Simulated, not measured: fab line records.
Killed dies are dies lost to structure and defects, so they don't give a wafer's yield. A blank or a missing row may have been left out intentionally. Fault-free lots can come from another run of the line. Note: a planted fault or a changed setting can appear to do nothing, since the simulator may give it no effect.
Matching of chambers | flow n5 finfet | rie diel-03 running N5_MOL_CONTACT_COAG_STRIP_98: 4 sister chambers
The step strips in N2/H2. 20 wafers are shown with their chamber, then 10 later ones without.

== EACH WAFER AND ITS CHAMBER ==
wafer  | chamber | drypump motor current A (A) | throttle valve pct (%) | showerhead plenum p Torr (Torr)
L075.2 | 1       | 6.2                         | 18.6                   | 3.44
L075.4 | 0       | 5.5                         | 18.0                   | 3.55
L075.6 | 1       | 6.2                         | 18.6                   | 3.44
L079.3 | 3       | 6.0                         | 19.3                   | 3.37
L079.4 | 2       | 5.6                         | 18.1                   | 3.42
L079.5 | 1       | 6.2                         | 18.6                   | 3.43
L080.2 | 2       | 5.6                         | 18.0                   | 3.42
L080.5 | 3       | 6.0                         | 19.2                   | 3.37
L080.6 | 2       | 5.6                         | 18.1                   | 3.42
L085.1 | 3       | 6.0                         | 19.3                   | 3.36
L085.2 | 1       | 6.2                         | 18.6                   | 3.43
L085.6 | 2       | 5.6                         | 18.1                   | 3.41
L088.2 | 0       | 5.5                         | 18.1                   | 3.54
L088.4 | 1       | 6.1                         | 18.6                   | 3.42
L088.5 | 2       | 5.6                         | 18.1                   | 3.41
L089.2 | 1       | 6.1                         | 18.7                   | 3.42
L089.3 | 2       | 5.6                         | 18.1                   | 3.41
L089.5 | 3       | 6.0                         | 19.3                   | 3.36
L092.1 | 3       | 6.0                         | 19.3                   | 3.36
L092.2 | 1       | 6.1                         | 18.7                   | 3.42

SIGNATURES (averages over the wafers above)
reading                  | chamber 0 | chamber 1 | chamber 2 | chamber 3 | scatter within a chamber
drypump motor current A  | 5.500     | 6.157     | 5.600     | 6.000     | 0.0327
throttle valve pct       | 18.050    | 18.629    | 18.083    | 19.280    | 0.0472
showerhead plenum p Torr | 3.5450    | 3.4286    | 3.4150    | 3.3640    | 0.0071
Rule: for each reading, subtract the chamber's mean from the wafer's reading, divide by that reading's scatter and square the result; add these up over the readings and take the root, which gives the wafer's distance from the chamber. The wafer belongs to the nearest chamber; if the next one is less than 2 further off, it can't be placed. The scatter: the root of (the sum of the squares of (reading less its chamber's mean) over the shown wafers, divided by (wafers less chambers)).

== WAFERS WITHOUT THEIR CHAMBER ==
wafer  | drypump motor current A (A) | throttle valve pct (%) | showerhead plenum p Torr (Torr)
L092.3 | 5.6                         | 18.1                   | 3.41
L091.1 | 6.1                         | 18.6                   | 3.42
L091.2 | 5.6                         | 18.1                   | 3.41
L091.3 | 6.0                         | 19.3                   | 3.36
L094.1 | 5.5                         | 18.1                   | 3.53
L094.5 | 5.5                         | 18.1                   | 3.53
L094.6 | 6.0                         | 19.3                   | 3.35
L096.1 | 6.2                         | 18.7                   | 3.41
L096.2 | 6.0                         | 19.3                   | 3.35
L096.4 | 5.5                         | 18.1                   | 3.52

== CHAMBER TAKEN BY EACH ==
wafer  | from the rows above | in truth
L092.3 | 2                   | 2
L091.1 | 1                   | 1
L091.2 | 2                   | 2
L091.3 | 3                   | 3
L094.1 | 0                   | 0
L094.5 | 0                   | 0
L094.6 | 3                   | 3
L096.1 | 1                   | 1
L096.2 | 3                   | 3
L096.4 | 0                   | 0
10 of 10 placed correctly. From these rows, 0 cannot be placed. Placed wrongly: 0.
